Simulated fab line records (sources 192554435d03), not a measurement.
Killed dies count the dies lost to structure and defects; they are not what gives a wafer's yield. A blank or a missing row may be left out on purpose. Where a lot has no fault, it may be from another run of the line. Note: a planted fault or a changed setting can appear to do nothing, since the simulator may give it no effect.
Comparing a struck lot with a sound one | flow n5Finfet | 25 out of 1938 route steps
Sound: wafers L646.1, L646.3, L646.5. The struck wafers were L635.2, L635.4, L635.6. The cause is given at the end.
Per side, at each step with rows, come the tool, then ch with its chambers, and then its first start. Under that, the readings that differ: sound wafers | struck wafers | difference of the means | sigmas: that difference in standard deviations of wafers without a fault.
alike: words and numbers the same on both sides, and readings whose means are apart by under 2 such deviations; not compared: readings that were withheld, readings missing a value for some wafer, numbers with overlapping values and no deviation given by the record, and bounds like >300 which may hide the same value.
A row with sigmas, a row that says differs or no value, or rows on one side alone: a step with any of these is where the two part. Numbers that don't overlap but have no deviation are shown without sigmas and don't part them. A reading that every wafer of one side lacks parts them only if that side has two wafers or more.

first, 9 steps without rows for these wafers: N5_MOL_CONTACT_COAG_EBR_80; N5_MOL_CONTACT_COAG_SOFTBAKE_79 (time 60 s); N5_MOL_CONTACT_COAG_EXPOSE_81 (exposes mask VG, defocus 0 nm); N5_MOL_CONTACT_COAG_PEB_82 (peb time 60 s); N5_MOL_CONTACT_COAG_DEVELOP_83 (develop time 30 s); N5_MOL_CONTACT_COAG_DESCUM_88 (chemistry O2, time 7 s); N5_MOL_CONTACT_COAG_ETCH_89 (etches underlayer in N2/H2, target depth 13 nm, time 10.4 s); N5_MOL_CONTACT_COAG_ETCH_90 (etches SiARC in CF4, target depth 13 nm, time 21.7 s); N5_MOL_CONTACT_COAG_ALD_131 (deposits SiO2, target thk 5 nm, pulse time 1 s, co reactant pulse time 1 s).
N5_MOL_CONTACT_COAG_ETCHBACK_132: etches SiO2 in CHF3, target depth 10 nm, time 6.7 s.
  sound on rieDiel-04 ch 0,2,3, day 9 14:16; struck on rieDiel-05 ch 1,3, day 6 22:44
  no value came back on the struck wafers for any of 7 readings (CHF3_flow_sccm (sccm), biasW (W) and others); on the sound wafers CHF3_flow_sccm (sccm) reads 49.92 49.95 49.89
reading                                              | sound          | struck       | difference | sigmas
model.CAR-EUV_of_MOL_CONTACT_COAG_COAT_78.thkNm (nm) | 15.8 15.8 15.8 | 17.2 17 16.8 | +1.2       | 
  not compared: rfHoursCounterH
N5_MOL_CONTACT_COAG_ETCH_91: etches SOC in N2/H2, target depth 60 nm, overetch 21 nm, time 101.2 s.
  sound on rieDiel-04 ch 0,2,3, day 9 14:18; struck on rieDiel-05 ch 1,3, day 6 22:47
reading             | sound          | struck         | difference | sigmas
oesProductAu (a.u.) | 0.60 0.80 0.59 | 0.27 0.27 0.26 | -0.40      | -5
  alike: drypumpMotorCurrentA, rfVppV, showerheadPlenumPTorr, throttleValvePct
  not compared: rfHoursCounterH
then, 6 steps without rows for these wafers: N5_MOL_CONTACT_COAG_STRIP_92 (strips in N2/H2); N5_MOL_CONTACT_COAG_STRIP_93 (strips in N2/H2); N5_MOL_CONTACT_COAG_ETCHBACK_135 (etches SiO2 in CHF3, target depth 25 nm, time 16.7 s); N5_MOL_CONTACT_COAG_STRIP_118 (strips in CHF3); N5_MOL_CONTACT_COAG_VIA_ETCH_46 (etches SiO2 in C4F6/O2, target depth 46 nm, overetch 9.2 nm, time 40 s); N5_MOL_CONTACT_COAG_STRIP_96 (strips in N2/H2).
N5_MOL_CONTACT_COAG_ETCH_47: etches SiNx in CH3F/O2, stops on W, target depth 27 nm.
  sound on rieDiel-04 ch 0,2,3, day 9 14:32; struck on rieDiel-05 ch 1,3, day 6 23:01
reading                  | sound            | struck         | difference | sigmas
etchRfOnTimeS (s)        | 31.3 30.4 31.1   | 50.8 50.8 50.8 | +19.9      | +41
oesProductAu (a.u.)      | 0.64 0.85 0.62   | 0.27 0.27 0.26 | -0.44      | -5
model.etch.overEtchS (s) | 5.221 5.07 5.181 | 0 0 0          | -5         | 
  alike: drypumpMotorCurrentA, rfVppV, showerheadPlenumPTorr, throttleValvePct
  not compared: rfHoursCounterH
then, 3 steps without rows for these wafers: N5_MOL_CONTACT_COAG_STRIP_119 (strips in N2/H2, time 30 s); N5_MOL_CONTACT_COAG_PRECLEAN_144 (cleans in alkaline clean, time 60 s); N5_MOL_CONTACT_COAG_SRD_145 (time 30 s).
N5_MOL_CONTACT_COAG_CD_MEAS_137: the cd target is 16 nm.
  sound on cdSem-03 at day 9 14:50; struck on cdSem-02 at day 6 23:14
reading   | sound          | struck | difference                    | sigmas
cdNm (nm) | 15.8 15.8 16.1 | - - -  | no value on the struck wafers | 
then, 1 step without rows for these wafers: N5_MOL_CONTACT_COAG_COAT_62 (time 60 s, resist thk 60 nm).
N5_BEOL_M4_RC_MEAS_101:
  the record has rows for the sound wafers here (prober-02 ch 0, day 12 13:20) and none for the struck ones
-- a jump in the record: the struck wafers' starts before and after are 7 days apart (it breaks off in module BEOL_M4 and resumes in module PASSIVATION, where the first step shown is number 1936 of the route) --
N5_PASSIVATION_PROBE_49:
  rows exist in the record for the struck wafers here (prober-01, day 14 01:29), but not for the sound ones

== WHERE THEY PART ==
First at N5_MOL_CONTACT_COAG_ETCHBACK_132; last, within this record, at N5_PASSIVATION_PROBE_49.

WHY: the cause the simulator had injected
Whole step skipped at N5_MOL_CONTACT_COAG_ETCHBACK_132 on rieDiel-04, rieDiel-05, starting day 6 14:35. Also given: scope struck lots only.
